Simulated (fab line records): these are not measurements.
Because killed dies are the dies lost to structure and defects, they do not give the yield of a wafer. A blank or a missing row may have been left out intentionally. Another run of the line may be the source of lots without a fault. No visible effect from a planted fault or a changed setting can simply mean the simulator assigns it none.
Chamber matching | flow n5Finfet | N5_BEOL_M11_CURE_71 on uvCure-03 has 3 sister chambers
The step cures SiCOH lowk, time 240 s. 3 wafers are shown with their chamber, then 7 later ones without.

== EACH WAFER AND ITS CHAMBER ==
wafer  | chamber | wafer_temp_C_max
L075.6 | 0       | 387.1
L083.4 | 1       | 386.9
L093.4 | 2       | 386.3

== WAFERS WITHOUT THEIR CHAMBER ==
wafer  | wafer_temp_C_max
L093.5 | 386.5
L094.1 | 386.7
L094.2 | 386.7
L094.4 | 386.6
L095.2 | 386.7
L095.3 | 386.7
L095.6 | 386.5

== WHICH CHAMBER EACH WENT THROUGH ==
wafer  | from the rows above          | in truth
L093.5 | can't be placed: 2 or 1 or 0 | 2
L094.1 | can't be placed: 1 or 2 or 0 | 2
L094.2 | can't be placed: 1 or 2 or 0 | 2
L094.4 | can't be placed: 1 or 2 or 0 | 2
L095.2 | can't be placed: 1 or 2 or 0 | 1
L095.3 | can't be placed: 1 or 2 or 0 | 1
L095.6 | can't be placed: 2 or 1 or 0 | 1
Placed correctly: 0 of 7. Unplaceable from these rows: 7, with the true chamber sitting among the candidates in 7. 0 placed wrongly.
How it was worked out, from the rows above alone: a wafer's distance from a chamber is the root of the sum, over the readings, of the square of ((its reading less the chamber's mean) divided by the reading's scatter). If the next closest chamber is less than 2 further off than the closest, the wafer can't be placed; otherwise it belongs to the closest. A chamber's mean is the mean of its shown wafers. The scatter: with one shown wafer a chamber, the root of the mean of the squares of how far each hidden wafer lies from its nearest shown one.
